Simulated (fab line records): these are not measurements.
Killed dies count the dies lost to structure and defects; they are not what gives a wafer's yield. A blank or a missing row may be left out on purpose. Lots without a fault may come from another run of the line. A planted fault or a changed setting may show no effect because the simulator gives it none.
Split-lot trial ; flow n5 finfet ; 21 wafers read across 7 lots, on a route 1938 steps long

== THE SPLIT ==
At N5_BEOL_M13_DEP_53 (deposits SiCN from 3MS/NH3, target thk 50 nm, time 17.8 s), the setting time s was moved away from the recipe's 17.8 s on 6 of the 21 wafers read, by -8.7% to -6.0%. For the rest of the wafers, this setting stayed at what the recipe calls for.

Reading taken at the split's own step.

== THE READING ==
SiCN_of_BEOL_M13_DEP_53.thk nm (the simulator's own value, which no gauge read), in nm, at N5_BEOL_M13_DEP_53 (deposits SiCN from 3MS/NH3, target thk 50 nm, time 17.8 s). No usual value for it is given in the file. Average 50.3 nm, standard deviation 0.6 nm, over the 15 wafers here run with the recipe.

wafer;tool, chamber at the split;time s as run, s;against the recipe;SiCN_of_BEOL_M13_DEP_53.thk nm, nm;against lot-mates on the recipe
L079.1;pecvd-01, 1;17.8;recipe;51;-
L079.4;pecvd-01, 0;16.58;-6.9%;48;-3.0
L079.6;pecvd-01, 2;16.58;-6.9%;47.4;-3.6
L084.2;pecvd-03, 0;17.8;recipe;51.4;-
L084.3;pecvd-03, 1;16.61;-6.7%;46.8;-4.2
L084.4;pecvd-03, 2;17.8;recipe;50.6;-
L088.2;pecvd-01, 0;17.8;recipe;49.8;-
L088.4;pecvd-01, 0;17.8;recipe;50;-
L088.6;pecvd-01, 2;17.8;recipe;50.6;-
L086.1;pecvd-02, 0;17.8;recipe;49.4;-
L086.3;pecvd-02, 1;16.26;-8.7%;44.8;-4.6
L086.4;pecvd-02, 1;16.26;-8.7%;45;-4.4
L096.3;pecvd-02, 0;17.8;recipe;49.8;-
L096.5;pecvd-02, 2;17.8;recipe;50.8;-
L096.6;pecvd-02, 0;17.8;recipe;50.6;-
L095.1;pecvd-03, 1;17.8;recipe;49.6;-
L095.3;pecvd-03, 0;16.73;-6.0%;47.2;-3.2
L095.6;pecvd-03, 0;17.8;recipe;51.2;-
L097.2;pecvd-03, 0;17.8;recipe;50.2;-
L097.5;pecvd-03, 0;17.8;recipe;50.2;-
L097.6;pecvd-03, 1;17.8;recipe;49.6;-

THE FIT
A straight line over all 21 wafers: SiCN_of_BEOL_M13_DEP_53.thk nm changes by +0.534 nm for each +1% of time s; r = +0.94; the points scatter about the line by 0.69 nm.
The same after taking each lot's own level away (the mean of its wafers on the recipe; 21 wafers): +0.525 nm for each +1%; r = +0.97; scatter 0.44 nm.
According to that fit, moving time s by its largest amount changes the reading by 4.5 nm.
Across the lots, their own levels run from 49.40 to 51.00 nm, a range of 2.7 times the standard deviation given above.
The two slopes are in agreement: the lot-to-lot level therefore moves the slope only a little.
Check: for one of the wafers moved furthest among these (-8.7%), held out of the fit, the line's prediction against its lot-mates is -4.53 nm. Against them it came out at -4.6 nm.

== THE OTHER SPLITS THESE WAFERS WENT THROUGH ==
These wafers also went through other splits before the reading. Each is held against what the fit with the lots' levels taken away leaves over:
other split on the same wafers;wafers away from the commonest value;r with SiCN_of_BEOL_M13_DEP_53.thk nm (lot level and that fit taken away)
N5_BEOL_M11_COAT_22 spin rpm;8;-0.12
N5_BEOL_M12_ETCH_59 bias w;8;+0.10
N5_BEOL_M13_ETCH_59 time s;2;-0.34
N5_BEOL_M13_COAT_65 spin rpm;6;+0.22

== FILE'S OWN FIT ==
SiCN_of_BEOL_M13_DEP_53.thk nm changes by +0.537 nm for each +1% of time s, r = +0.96.
